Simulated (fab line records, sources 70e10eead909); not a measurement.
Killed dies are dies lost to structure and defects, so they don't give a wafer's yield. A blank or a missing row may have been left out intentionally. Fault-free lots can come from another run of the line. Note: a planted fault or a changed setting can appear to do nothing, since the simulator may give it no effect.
A lot that was struck, set against a sound lot -- flow nand-harc -- 10 steps out of a route of 1159
Sound: wafers L637.4, L637.5, L637.6. Struck: wafers L642.2, L642.4, L642.6. Last of all comes the cause.
At each step with rows: each side's tool, then ch and its chambers, then its first start. Under that, the readings that differ: sound wafers -- struck wafers -- difference of the means -- sigmas: that difference in standard deviations of wafers without a fault.
alike: readings whose means differ by less than 2 such deviations, and words and numbers that are the same on both sides. not compared: withheld readings, readings that some wafer has no value for, bounds like >300 that may hide the same value, and numbers for which the record gives no deviation and whose values overlap.
The two part at a step that has a row with sigmas, a row that says differs or no value, or rows on one side only. When numbers do not overlap yet have no deviation, they are printed without sigmas and do not part them. A reading that every wafer of one side lacks parts them only if that side has two wafers or more.

first, 1 step without rows for these wafers: NHARC_A_WL_FILL_CVD_23 (deposits poly-Si, target thk 40 nm, time 800 s).
NHARC_A_WL_FILL_ETCHBACK_26: etches the open film in HBr, target depth 52 nm, time 13.3 s.
  sound on rie-si-03 ch 0,1,2, day 19 00:05; struck on rie-si-04 ch 1,3, day 19 13:05
  alike: drypump-motor-current-A, hbr-flow-sccm, oes-product-au, throttle-valve-pct
  not compared: rf-hours-counter-h
then, 2 steps without rows for these wafers: NHARC_A_WL_FILL_PRECLEAN_30 (cleans in dHF, time 10 s); NHARC_A_WL_FILL_SRD_14.
NHARC_A_WL_FILL_ALD_19: deposits TiN, target thk 2 nm, pulse time 3 s, ald cycles 100.
  sound on ald-metal-01 ch 0,1,3, day 19 00:22; struck on ald-metal-02 ch 0,1,3, day 19 13:22
  alike: heater-power-outer-w, heater-power-w, precursor-pulse-height-rel
NHARC_A_WL_FILL_CVD_20: deposits W, target thk 75 nm, time 5064 s.
  sound on cvd-w-01 ch 0,1; struck on cvd-w-01 ch 0
  alike: heater-power-outer-w, heater-power-w, throttle-valve-pct
NHARC_A_WL_FILL_CMP_12: polishes, t overpolish 30 s, target thk 75 nm.
  sound on cmp-01 ch 1,2,3, day 19 08:15; struck on cmp-01 ch 0,3, day 19 18:33
  alike: motor-current-A, overpolish-run-s, time-to-endpoint-s
next, for these wafers, 1 step has no rows: NHARC_A_WL_FILL_SRD_31.
NHARC_A_WL_FILL_INSPECT_15:
  sound on defect-inspect-01 at day 19 08:41; struck on defect-inspect-01 at day 19 19:01
  alike: raw-defect-count
NHARC_A_CONTACT_DEP_24: deposits SiO2, target thk 500 nm.
  sound on pecvd-03 ch 0,1,2, day 19 08:56; struck on pecvd-03 ch 1,2, day 19 19:05
reading,sound,struck,difference,sigmas
mfc-precursor-sccm (sccm),161.8 161.8 161.3,168.7 167.9 168.5,+6.7,+15
  alike: heater-power-outer-w, heater-power-w, throttle-valve-pct

== WHERE THEY PART ==
NHARC_A_CONTACT_DEP_24 only, going by this record.

WHY: what had been put in by the simulator
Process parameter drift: pecvd-03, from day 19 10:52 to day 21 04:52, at NHARC_A_CONTACT_DEP_24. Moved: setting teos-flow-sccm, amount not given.
